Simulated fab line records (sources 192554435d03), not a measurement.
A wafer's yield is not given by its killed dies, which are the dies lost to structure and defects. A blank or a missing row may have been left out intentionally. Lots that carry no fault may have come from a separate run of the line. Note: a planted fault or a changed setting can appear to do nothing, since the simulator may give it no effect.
Chamber matching / flow n5-finfet / N5_BEOL_M7_DEP_56 on pecvd-04: 3 sister chambers
The step deposits SiCN from 3MS/NH3, target thk 10 nm, time 17.5 s. 6 wafers are shown with their chamber, then 8 later ones without.

EACH WAFER AND ITS CHAMBER
wafer=L085.3; chamber=1; throttle-valve-pct (%)=9.0; showerhead-plenum-p-Torr (Torr)=3.664
wafer=L087.2; chamber=1; throttle-valve-pct (%)=9.2; showerhead-plenum-p-Torr (Torr)=3.658
wafer=L088.1; chamber=2; throttle-valve-pct (%)=8.6; showerhead-plenum-p-Torr (Torr)=3.645
wafer=L088.3; chamber=0; throttle-valve-pct (%)=11.5; showerhead-plenum-p-Torr (Torr)=3.650
wafer=L088.5; chamber=0; throttle-valve-pct (%)=11.4; showerhead-plenum-p-Torr (Torr)=3.655
wafer=L092.1; chamber=2; throttle-valve-pct (%)=8.4; showerhead-plenum-p-Torr (Torr)=3.638

WAFERS WHOSE CHAMBER IS MISSING
wafer=L092.2; throttle-valve-pct (%)=9.4; showerhead-plenum-p-Torr (Torr)=3.666
wafer=L092.3; throttle-valve-pct (%)=11.2; showerhead-plenum-p-Torr (Torr)=3.669
wafer=L094.2; throttle-valve-pct (%)=9.4; showerhead-plenum-p-Torr (Torr)=3.678
wafer=L094.4; throttle-valve-pct (%)=11.1; showerhead-plenum-p-Torr (Torr)=3.664
wafer=L094.5; throttle-valve-pct (%)=9.2; showerhead-plenum-p-Torr (Torr)=3.661
wafer=L096.2; throttle-valve-pct (%)=8.1; showerhead-plenum-p-Torr (Torr)=3.645
wafer=L096.3; throttle-valve-pct (%)=8.9; showerhead-plenum-p-Torr (Torr)=3.657
wafer=L096.6; throttle-valve-pct (%)=9.2; showerhead-plenum-p-Torr (Torr)=3.653

WHICH CHAMBER EACH WENT THROUGH
wafer=L092.2; from the rows above=1; in truth=1
wafer=L092.3; from the rows above=0; in truth=0
wafer=L094.2; from the rows above=1; in truth=1
wafer=L094.4; from the rows above=0; in truth=0
wafer=L094.5; from the rows above=1; in truth=1
wafer=L096.2; from the rows above=2; in truth=2
wafer=L096.3; from the rows above=1; in truth=1
wafer=L096.6; from the rows above=1; in truth=1
Correctly placed: 8 of 8. Can't be placed from these rows: 0. 0 placed wrongly.
How it was worked out, from the rows above alone: a wafer's distance from a chamber is the root of the sum, over the readings, of the square of ((its reading less the chamber's mean) divided by the reading's scatter). The wafer belongs to the nearest chamber; if the next one is less than 2 further off, it can't be placed. Each chamber's mean is taken over the wafers shown for it. The scatter: the root of (the sum of the squares of (reading less its chamber's mean) over the shown wafers, divided by (wafers less chambers)).
